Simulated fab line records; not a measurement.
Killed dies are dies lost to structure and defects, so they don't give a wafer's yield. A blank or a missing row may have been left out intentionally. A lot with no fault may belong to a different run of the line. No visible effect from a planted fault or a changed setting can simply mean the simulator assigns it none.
Struck lot and sound lot, side by side + flow n5 finfet + 27 steps out of a route of 1938
Sound: these wafers, L408.1, L408.3, L408.6. Struck: wafers L425.1, L425.6 (left out: L425.4, a lot-mate that was not struck); the cause follows at the end.
For every step that has rows: the tool of each side, followed by ch and its chambers, followed by its first start. Under that, the readings that differ: sound wafers + struck wafers + difference of the means + sigmas: that difference in standard deviations of wafers without a fault.
alike: readings with means less than 2 such deviations apart, plus words and numbers identical on both sides. not compared: withheld readings, readings lacking a value on some wafer, bounds such as >300 that could conceal the same value, and numbers that have no deviation in the record and whose values overlap.
Wherever a step has rows on one side only, a row that says differs or no value, or a row with sigmas, the two part there. Numbers that don't overlap but have no deviation are shown without sigmas and don't part them. A reading missing from all wafers of one side parts the sides only when that side holds two or more wafers.

first, 9 steps without rows for these wafers: N5_FIN_CUT_COAT_29 (time 60 s, resist thk 10 nm); N5_FIN_CUT_COAT_02 (resist thk 30 nm); N5_FIN_CUT_EBR_04; N5_FIN_CUT_SOFTBAKE_03 (time 60 s); N5_FIN_CUT_EXPOSE_05 (exposes mask FIN CUT); N5_FIN_CUT_PEB_06 (peb time 60 s); N5_FIN_CUT_DEVELOP_07 (develop time 30 s); N5_FIN_CUT_DESCUM_13 (chemistry O2, time 7 s); N5_FIN_CUT_ETCH_30 (etches underlayer in N2/H2, target depth 13 nm, time 10.4 s).
N5_FIN_CUT_ETCH_20: etches SiARC in CF4, target depth 26 nm, time 43.3 s.
  sound on rie diel-03 ch 2,3, day 3 02:44; struck on rie diel-03 ch 1, day 7 08:50
| reading               | sound          | struck    | difference | sigmas |
|-----------------------|----------------|-----------|------------|--------|
| etch rf on time s (s) | 43.9 41.5 44.0 | 40.7 41.0 | -2.3       | -2     |
  alike: drypump motor current A, oes product au, rf fwd power W, rf vpp V, showerhead plenum p Torr, throttle valve pct
  not compared: rf hours counter h
then, 13 steps without rows for these wafers: N5_FIN_CUT_ETCH_21 (etches SOC in N2/H2, target depth 219 nm, overetch 43.8 nm, time 523.5 s); N5_FIN_CUT_STRIP_23 (strips in N2/H2); N5_FIN_CUT_STRIP_31 (strips in N2/H2); N5_FIN_CUT_STRIP_24 (strips in CF4); N5_FIN_CUT_CUT_ETCH_26 (etches SiNx in CH3F/O2, target depth 39 nm, time 55.7 s); N5_FIN_CUT_CUT_ETCH_27 (etches SiO2 in CHF3/O2, target depth 4 nm, overetch 2 nm, time 4.9 s); N5_FIN_CUT_PRECLEAN_35 (cleans in vHF, time 13.3 s); N5_FIN_CUT_CUT_ETCH_15 (etches Si in HBr/Cl2/O2, target depth 100 nm, bt time 10 s, time 42.4 s); N5_FIN_CUT_CUT_ETCH_28 (etches Si in HBr/Cl2/O2, target depth 6 nm, time 2.4 s); N5_FIN_CUT_STRIP_22 (strips in N2/H2); N5_FIN_CUT_PRECLEAN_36 (cleans in O3/DIW, time 60 s); N5_FIN_CUT_SRD_32 (time 30 s); N5_FIN_CUT_UV_OZONE_34 (time 120 s).
N5_FIN_CUT_INSPECT_17: inspects for defects (brightfield).
  struck on defect inspect-01, day 7 09:42; sound on defect inspect-01, day 3 03:35
| reading          | sound       | struck  | difference | sigmas |
|------------------|-------------|---------|------------|--------|
| raw defect count | 148 128 126 | 768 657 | +578       | +9     |
then, 1 step without rows for these wafers: N5_STI_FIN_REVEAL_ALD_00 (deposits SiO2, target thk 1 nm, pulse time 1 s).
-- here the record skips 6 days between the struck wafers' starts before and after, leaving off in module STI_FIN_REVEAL and picking up in module BEOL_M4 (first step shown: number 1111 of the route) --
N5_BEOL_M4_RC_MEAS_101:
  sound on prober-02 ch 0, day 9 22:48; struck on prober-02 ch 0, day 13 14:20
| reading   | sound          | struck    | difference | sigmas |
|-----------|----------------|-----------|------------|--------|
| VT_P (mV) | -253 -252 -250 | -247 -241 | +8         | +2     |
  alike: DIBL_N, DIBL_P, IOFF_N, IOFF_P, ION_N, ION_P, SS_N, SS_P, VT_N
-- the record jumps here: 4 days lie between the struck wafers' starts before and after (it left off in module BEOL_M4 and takes up again in module PASSIVATION, whose first step shown is number 1936 of the route) --
N5_PASSIVATION_PROBE_49:
  rows exist in the record for the struck wafers here (prober-02, day 18 00:32), but not for the sound ones

## WHERE THEY PART
Last at N5_PASSIVATION_PROBE_49 as far as this record goes, first at N5_FIN_CUT_ETCH_20.

WHY: the cause the simulator had injected
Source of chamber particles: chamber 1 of rie diel-03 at N5_FIN_CUT_ETCH_20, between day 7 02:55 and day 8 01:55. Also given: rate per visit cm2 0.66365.
